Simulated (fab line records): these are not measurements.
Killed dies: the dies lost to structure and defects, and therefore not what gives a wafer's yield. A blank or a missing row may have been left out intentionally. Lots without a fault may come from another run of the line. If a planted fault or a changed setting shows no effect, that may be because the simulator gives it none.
Matching of chambers	flow n5-finfet	4 sister chambers for N5_BEOL_M3_STRIP_66 on rie-diel-04
The step strips in CF4. 8 wafers are shown with their chamber, then 11 later ones without.

## EACH WAFER AND ITS CHAMBER
wafer	chamber	showerhead-plenum-p-Torr (Torr)	drypump-motor-current-A (A)
L077.6	1	1.86	5.9
L079.1	1	1.86	5.9
L080.1	2	1.77	5.8
L085.3	2	1.76	5.7
L086.6	3	1.71	5.5
L090.1	3	1.70	5.5
L090.6	0	1.77	5.7
L092.2	0	1.77	5.7

## WAFERS WHOSE CHAMBER IS MISSING
wafer	showerhead-plenum-p-Torr (Torr)	drypump-motor-current-A (A)
L092.4	1.86	5.9
L092.6	1.86	5.9
L093.2	1.70	5.5
L093.3	1.76	5.8
L093.6	1.77	5.7
L095.4	1.86	5.9
L095.5	1.70	5.5
L095.6	1.76	5.8
L096.1	1.77	5.7
L096.3	1.70	5.5
L096.5	1.76	5.7

## WHICH CHAMBER EACH ONE RAN IN
wafer	from the rows above	in truth
L092.4	1	1
L092.6	1	1
L093.2	3	3
L093.3	can't be placed: 2 or 0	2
L093.6	can't be placed: 0 or 2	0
L095.4	1	1
L095.5	3	3
L095.6	can't be placed: 2 or 0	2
L096.1	can't be placed: 0 or 2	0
L096.3	3	3
L096.5	can't be placed: 2 or 0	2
Correctly placed: 6 of 11. From these rows, 5 cannot be placed; in 5 the true chamber is one of the candidates. 0 placed wrongly.
How it was worked out, from the rows above alone: a wafer's distance from a chamber is the root of the sum, over the readings, of the square of ((its reading less the chamber's mean) divided by the reading's scatter). If the next closest chamber is less than 2 further off than the closest, the wafer can't be placed; otherwise it belongs to the closest. For every chamber, the mean is computed from those of its wafers that are shown. How the scatter is found: for the shown wafers, subtract from each reading the mean of its chamber, square and add these, divide the total by (wafers less chambers), then take the root.
